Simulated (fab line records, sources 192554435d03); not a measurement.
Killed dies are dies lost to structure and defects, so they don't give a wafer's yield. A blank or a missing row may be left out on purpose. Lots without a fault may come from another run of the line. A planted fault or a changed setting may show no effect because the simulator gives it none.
Chamber matching | flow n5_finfet | N5_MOL_CONTACT_COAG_ETCH_106 on rie_diel-03: 4 sister chambers
The step etches SOC in N2/H2, target depth 80 nm, overetch 16 nm, time 120 s. 4 wafers are shown with their chamber, then 8 later ones without.

WAFERS WITH THEIR CHAMBER
wafer  | chamber | showerhead_plenum_p_Torr (Torr)
L077.3 | 1       | 2.64
L079.1 | 0       | 2.46
L079.4 | 3       | 2.70
L084.2 | 2       | 2.52

WAFERS WITHOUT THEIR CHAMBER
wafer  | showerhead_plenum_p_Torr (Torr)
L084.3 | 2.64
L084.6 | 2.70
L088.1 | 2.46
L088.4 | 2.63
L088.5 | 2.63
L089.1 | 2.51
L089.2 | 2.46
L089.6 | 2.63

WHICH CHAMBER EACH WENT THROUGH
wafer  | from the rows above | in truth
L084.3 | 1                   | 1
L084.6 | 3                   | 3
L088.1 | 0                   | 0
L088.4 | 1                   | 1
L088.5 | 1                   | 1
L089.1 | 2                   | 2
L089.2 | 0                   | 0
L089.6 | 1                   | 1
Placed correctly: 8 of 8. Can't be placed from these rows: 0. Placed wrongly: 0.
How it was worked out, from the rows above alone: a wafer's distance from a chamber is the root of the sum, over the readings, of the square of ((its reading less the chamber's mean) divided by the reading's scatter). The wafer belongs to the nearest chamber; if the next one is less than 2 further off, it can't be placed. A chamber's mean is the mean of its shown wafers. The scatter: with one shown wafer a chamber, the root of the mean of the squares of how far each hidden wafer lies from its nearest shown one.
